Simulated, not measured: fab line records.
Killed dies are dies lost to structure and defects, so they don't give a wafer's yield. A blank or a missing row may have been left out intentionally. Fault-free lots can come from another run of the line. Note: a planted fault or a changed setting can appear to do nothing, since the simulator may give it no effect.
Matching of chambers | flow n5Finfet | N5_BEOL_M8_STRIP_67 on rieDiel-04 has 4 sister chambers
The step strips in CF4. 8 wafers are shown with their chamber, then 9 later ones without.

== EACH WAFER AND ITS CHAMBER ==
wafer  | chamber | showerheadPlenumPTorr (Torr) | rfVppV (V)
L082.4 | 1       | 1.76                         | 271.5
L082.5 | 2       | 1.81                         | 272.3
L088.2 | 3       | 1.80                         | 271.1
L088.3 | 1       | 1.76                         | 270.3
L088.5 | 0       | 1.77                         | 270.2
L093.1 | 3       | 1.80                         | 273.0
L093.3 | 2       | 1.80                         | 272.8
L093.6 | 0       | 1.77                         | 270.8

== WAFERS WITHOUT THEIR CHAMBER ==
wafer  | showerheadPlenumPTorr (Torr) | rfVppV (V)
L091.1 | 1.80                         | 271.9
L091.3 | 1.80                         | 271.3
L091.6 | 1.80                         | 270.8
L095.2 | 1.80                         | 271.7
L095.3 | 1.76                         | 268.3
L095.6 | 1.80                         | 272.2
L096.4 | 1.80                         | 271.9
L096.5 | 1.75                         | 269.4
L096.6 | 1.80                         | 270.7

== CHAMBER TAKEN BY EACH ==
wafer  | from the rows above     | in truth
L091.1 | can't be placed: 3 or 2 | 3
L091.3 | can't be placed: 3 or 2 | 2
L091.6 | can't be placed: 3 or 2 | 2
L095.2 | can't be placed: 3 or 2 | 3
L095.3 | can't be placed: 1 or 0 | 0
L095.6 | can't be placed: 3 or 2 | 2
L096.4 | can't be placed: 3 or 2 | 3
L096.5 | 1                       | 1
L096.6 | can't be placed: 3 or 2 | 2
Placed correctly: 1 of 9. These rows do not allow placing 8 (true chamber among the candidates in 8). Wrongly placed: 0.
How it was worked out, from the rows above alone: a wafer's distance from a chamber is the root of the sum, over the readings, of the square of ((its reading less the chamber's mean) divided by the reading's scatter). If the next closest chamber is less than 2 further off than the closest, the wafer can't be placed; otherwise it belongs to the closest. For every chamber, the mean is computed from those of its wafers that are shown. The scatter: take each reading less its chamber's mean, square it, sum over the shown wafers, divide by the number of wafers less the number of chambers, and take the root.
